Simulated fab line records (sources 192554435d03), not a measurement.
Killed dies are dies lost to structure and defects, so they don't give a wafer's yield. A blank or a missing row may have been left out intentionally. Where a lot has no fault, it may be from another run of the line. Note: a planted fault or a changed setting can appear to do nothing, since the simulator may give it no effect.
Comparing a struck lot with a sound one -- flow n5Finfet -- 18 steps out of a route of 1938
Sound: wafers L191.1, L191.2, L191.5. Struck: wafer L204.4. (L204.5 of the same lot was not struck and is left out.) The cause comes at the end.
Order at every step that has rows: each side's tool, ch and its chambers, its first start. Under that, the readings that differ: sound wafers -- struck wafers -- difference of the means -- sigmas: that difference in standard deviations of wafers without a fault.
alike: same words and numbers on both sides, and readings whose means sit less than 2 such deviations apart. not compared: any withheld reading, any reading some wafer has no value for, any bound like >300 that may hide the same value, and any number with overlapping values for which the record gives no deviation.
The two part at a step that has a row with sigmas, a row that says differs or no value, or rows on one side only. Numbers that don't overlap but have no deviation are shown without sigmas and don't part them. A reading that every wafer of one side lacks parts them only if that side has two wafers or more.

first, 2 steps without rows for these wafers: N5_BEOL_M4_ANNEAL_82 (time 240 s); N5_BEOL_M4_SPUTTER_86 (material Cu, target thk 4.5 nm, time 8.29 s).
N5_BEOL_M4_ANNEAL_87: time 240 s.
  sound on pvdSputter-03 at day 8 21:56; struck on pvdSputter-02 at day 12 00:06
  alike: heaterPowerW
N5_BEOL_M4_SPUTTER_88: material Cu, target thk 4.5 nm, time 8.29 s.
  sound on pvdSputter-03 at day 8 22:05; struck on pvdSputter-02 at day 12 00:14
reading,sound,struck,difference,sigmas
throttleValvePct (%),31.6 28.1 28.1,31.7,+2.4,+2
  alike: chuckGasFlowSccm
N5_BEOL_M4_ANNEAL_89: time 240 s.
  sound on pvdSputter-03 at day 8 22:10; struck on pvdSputter-02 at day 12 00:19
  alike: heaterPowerW
then, 5 steps without rows for these wafers: N5_BEOL_M4_SPUTTER_90 (material Cu, target thk 4.5 nm, time 8.29 s); N5_BEOL_M4_ANNEAL_91 (time 240 s); N5_BEOL_M4_SPUTTER_92 (material Cu, target thk 4.5 nm, time 8.29 s); N5_BEOL_M4_ANNEAL_93 (time 240 s); N5_BEOL_M4_SPUTTER_94 (material Cu, target thk 4.5 nm, time 8.29 s).
N5_BEOL_M4_ANNEAL_95: time 240 s.
  sound on pvdSputter-03 at day 8 22:49; struck on pvdSputter-02 at day 12 00:59
  alike: heaterPowerW
N5_BEOL_M4_SPUTTER_96: material Cu, target thk 4.5 nm, time 8.29 s.
  sound on pvdSputter-03 at day 8 22:58; struck on pvdSputter-02 at day 12 01:07
reading,sound,struck,difference,sigmas
throttleValvePct (%),31.5 28.2 28.1,31.8,+2.5,+2
  alike: chuckGasFlowSccm
N5_BEOL_M4_ECD_50: material Cu, target thk 300 nm.
  sound on ecdCu-01 ch 0,1, day 8 23:05; struck on ecdCu-02 ch 0, day 12 01:16
reading,sound,struck,difference,sigmas
model.Cu_of_BEOL_M4_ECD_50.thkNm (nm),303.4 304.4 300,394.6,+92.0,
then, 1 step without rows for these wafers: N5_BEOL_M4_ANNEAL_51 (time 90 s).
N5_BEOL_M4_CMP_52: polishes, stops on SiOC, t overpolish 6.8 s, target thk 40 nm.
  sound on cmp-02 ch 1,2, day 8 23:28; struck on cmp-01 ch 0, day 12 01:44
reading,sound,struck,difference,sigmas
timeToEndpointS (s),64.5 63.4 64.0,82.3,+18.3,+7
  alike: motorCurrentA, retainingRingPressureFrac
  not compared: padLifeWafers
N5_BEOL_M4_THK_MEAS_53: measures by xrf.
  sound on filmMetro-02 at day 8 23:46; struck on filmMetro-02 at day 12 01:55
  alike: M4_THK
N5_BEOL_M4_RC_MEAS_101:
  sound on prober-01 ch 0, day 9 00:08; struck on prober-02 ch 0, day 12 02:41
  alike: DIBL_N, DIBL_P, IOFF_N, IOFF_P, ION_N, ION_P, SS_N, SS_P, VT_N, VT_P
following that, these wafers have no rows for 1 step: N5_PASSIVATION_PROBE_49.

== WHERE THEY PART ==
At N5_BEOL_M4_SPUTTER_88 first; at N5_BEOL_M4_CMP_52 last (within this record only). Later steps at which nothing parts them and some readings are alike: N5_BEOL_M4_THK_MEAS_53, N5_BEOL_M4_RC_MEAS_101.

WHY: the cause the simulator had injected
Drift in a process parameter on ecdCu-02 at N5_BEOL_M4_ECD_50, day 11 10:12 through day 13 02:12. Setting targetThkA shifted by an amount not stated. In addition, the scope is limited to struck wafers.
